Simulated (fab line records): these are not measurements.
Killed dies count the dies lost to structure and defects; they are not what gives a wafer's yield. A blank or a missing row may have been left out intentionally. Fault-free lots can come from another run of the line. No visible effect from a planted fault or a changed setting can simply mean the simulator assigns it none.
Chamber matching	flow n5_finfet	N5_BEOL_M4_ALD_84 on ald_metal-01: 4 sister chambers
The step deposits TaN, pulse time 2 s, purge time 3 s, co reactant purge time 2 s. 4 wafers are shown with their chamber, then 12 later ones without.

== WAFERS WITH THEIR CHAMBER ==
wafer	chamber	heater_power_outer_w (W)
L086.1	2	228
L085.5	1	211
L089.2	0	240
L089.6	3	335

== WAFERS WHOSE CHAMBER IS MISSING ==
wafer	heater_power_outer_w (W)
L090.1	241
L090.2	210
L090.4	330
L093.1	234
L093.2	326
L093.5	241
L094.1	334
L094.3	212
L094.5	239
L097.2	246
L097.3	232
L097.5	235

== WHICH CHAMBER EACH WENT THROUGH ==
wafer	from the rows above	in truth
L090.1	0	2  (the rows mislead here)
L090.2	1	1
L090.4	3	3
L093.1	can't be placed: 0 or 2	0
L093.2	3	3
L093.5	0	0
L094.1	3	3
L094.3	1	1
L094.5	0	0
L097.2	0	0
L097.3	can't be placed: 2 or 0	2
L097.5	can't be placed: 0 or 2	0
8 of 12 placed correctly. Not placeable from these rows: 3 (in 3, the candidates include the true chamber). 1 placed wrongly.
How it was worked out, from the rows above alone: a wafer's distance from a chamber is the root of the sum, over the readings, of the square of ((its reading less the chamber's mean) divided by the reading's scatter). The wafer belongs to the nearest chamber; if the next one is less than 2 further off, it can't be placed. For every chamber, the mean is computed from those of its wafers that are shown. The scatter: with one shown wafer a chamber, the root of the mean of the squares of how far each hidden wafer lies from its nearest shown one.
